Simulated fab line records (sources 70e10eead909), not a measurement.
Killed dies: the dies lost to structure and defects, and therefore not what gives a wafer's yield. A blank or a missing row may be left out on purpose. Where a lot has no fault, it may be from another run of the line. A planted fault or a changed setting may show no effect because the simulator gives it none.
Chamber matching ; flow nand_harc ; NHARC_P_CONTACT_STRIP_28 on rie_diel-01: 4 sister chambers
The step strips in O2. 4 wafers are shown with their chamber, then 11 later ones without.

## EACH WAFER AND ITS CHAMBER
wafer;chamber;drypump_motor_current_A (A)
L082.5;1;6.2
L085.4;0;5.4
L085.6;3;5.6
L089.1;2;6.2

## WAFERS WHOSE CHAMBER IS MISSING
wafer;drypump_motor_current_A (A)
L089.4;6.2
L089.5;5.6
L090.1;6.2
L090.3;5.4
L090.5;5.6
L095.1;5.6
L095.2;5.4
L095.3;6.1
L097.1;6.2
L097.3;5.6
L097.5;6.2

## WHICH CHAMBER EACH ONE RAN IN
wafer;from the rows above;in truth
L089.4;can't be placed: 1 or 2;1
L089.5;3;3
L090.1;can't be placed: 1 or 2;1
L090.3;0;0
L090.5;3;3
L095.1;3;3
L095.2;0;0
L095.3;can't be placed: 1 or 2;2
L097.1;can't be placed: 1 or 2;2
L097.3;3;3
L097.5;can't be placed: 1 or 2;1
Correct placement for 6 of the 11. Unplaceable from these rows: 5, with the true chamber sitting among the candidates in 5. Placed wrongly: 0.
How it was worked out, from the rows above alone: a wafer's distance from a chamber is the root of the sum, over the readings, of the square of ((its reading less the chamber's mean) divided by the reading's scatter). The wafer belongs to the nearest chamber; if the next one is less than 2 further off, it can't be placed. A chamber's mean is the mean of its shown wafers. The scatter: with one shown wafer a chamber, the root of the mean of the squares of how far each hidden wafer lies from its nearest shown one.
